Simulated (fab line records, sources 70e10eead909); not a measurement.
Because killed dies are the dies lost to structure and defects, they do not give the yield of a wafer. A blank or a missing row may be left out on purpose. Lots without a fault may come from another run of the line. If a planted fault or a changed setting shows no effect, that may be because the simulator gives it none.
The tool behind it: which one? :: flow nand_harc :: route of 1302 steps, sampled at 1 step: 24 lots, 72 wafers

== WHAT THE GAUGES SHOWED, per wafer ==
NHARC_A_CONTACT_INSPECT_23.
lot: L074
measured: day 22 23:49
on: defect_inspect-01
raw_defect_count: 361 302 328

lot: L075
measured: day 23 01:37
on: defect_inspect-02
raw_defect_count: 543 481 573

lot: L076
measured: day 23 17:22
on: defect_inspect-02
raw_defect_count: 564 509 560

lot: L078
measured: day 23 19:27
on: defect_inspect-01
raw_defect_count: 477 636 390

lot: L080
measured: day 24 06:43
on: defect_inspect-02
raw_defect_count: 420 529 648

lot: L079
measured: day 24 09:05
on: defect_inspect-02
raw_defect_count: 430 487 535

lot: L077
measured: day 24 15:28
on: defect_inspect-02
raw_defect_count: 690 424 589

lot: L081
measured: day 25 06:12
on: defect_inspect-02
raw_defect_count: 488 479 453

lot: L082
measured: day 25 09:58
on: defect_inspect-02
raw_defect_count: 523 779 544

lot: L083
measured: day 26 01:09
on: defect_inspect-02
raw_defect_count: 668 754 710

lot: L084
measured: day 26 17:35
on: defect_inspect-01
raw_defect_count: 287 419 513

lot: L085
measured: day 26 17:56
on: defect_inspect-02
raw_defect_count: 583 595 470

lot: L086
measured: day 27 06:44
on: defect_inspect-02
raw_defect_count: 344 510 393

lot: L089
measured: day 28 03:59
on: defect_inspect-01
raw_defect_count: 452 493 441

lot: L090
measured: day 28 05:20
on: defect_inspect-02
raw_defect_count: 518 511 556

lot: L087
measured: day 28 07:13
on: defect_inspect-02
raw_defect_count: 440 385 401

lot: L088
measured: day 28 07:49
on: defect_inspect-01
raw_defect_count: 444 542 466

lot: L093
measured: day 30 00:45
on: defect_inspect-01
raw_defect_count: 602 452 561

lot: L092
measured: day 30 02:58
on: defect_inspect-01
raw_defect_count: 603 537 563

lot: L091
measured: day 30 11:49
on: defect_inspect-02
raw_defect_count: 581 447 633

lot: L094
measured: day 31 06:55
on: defect_inspect-02
raw_defect_count: 478 465 388

lot: L096
measured: day 31 07:51
on: defect_inspect-02
raw_defect_count: 402 359 315

lot: L095
measured: day 31 08:45
on: defect_inspect-01
raw_defect_count: 644 469 628

lot: L097
measured: day 31 20:34
on: defect_inspect-01
raw_defect_count: 446 386 455

== WHICH TOOL RAN EACH LOT (tool, then ch and the chambers of the sampled wafers, then the start) ==
There is no process step in the record ahead of these readings.

== WHAT THE TOOLS THEMSELVES READ (means of the sampled wafers that have a number; where no wafer has one, the mark that the record gives instead) ==
The record holds no such reading with a usual standard deviation.

== THE ANSWER, worked out from the rows above alone ==
Rule: the lots themselves supply what counts as usual. Put in order of their means at a reading, lots are off if they are a third of the lots or fewer, leave a main group of 4 or more, and stand apart from it by a gap of 3 or more times the standard deviation of the main group's means; of several such gaps the widest counts. The tables above print the reading to a certain number of digits; a main group whose means all agree to those digits is not used. A lot without any number at a reading at which 4 lots or more have one is off too. All remaining lots with rows at the step are treated as sound. After the gauges, taken in route order, come the tools' own readings; for these a lot's mean is taken, as printed above. At the first step where some lot is off, the reading lying furthest off is the one used; lots without a number count as furthest.
None of the lots is off at any reading shown; this tells nothing.

== WHAT THE SIMULATOR HAD INSERTED ==
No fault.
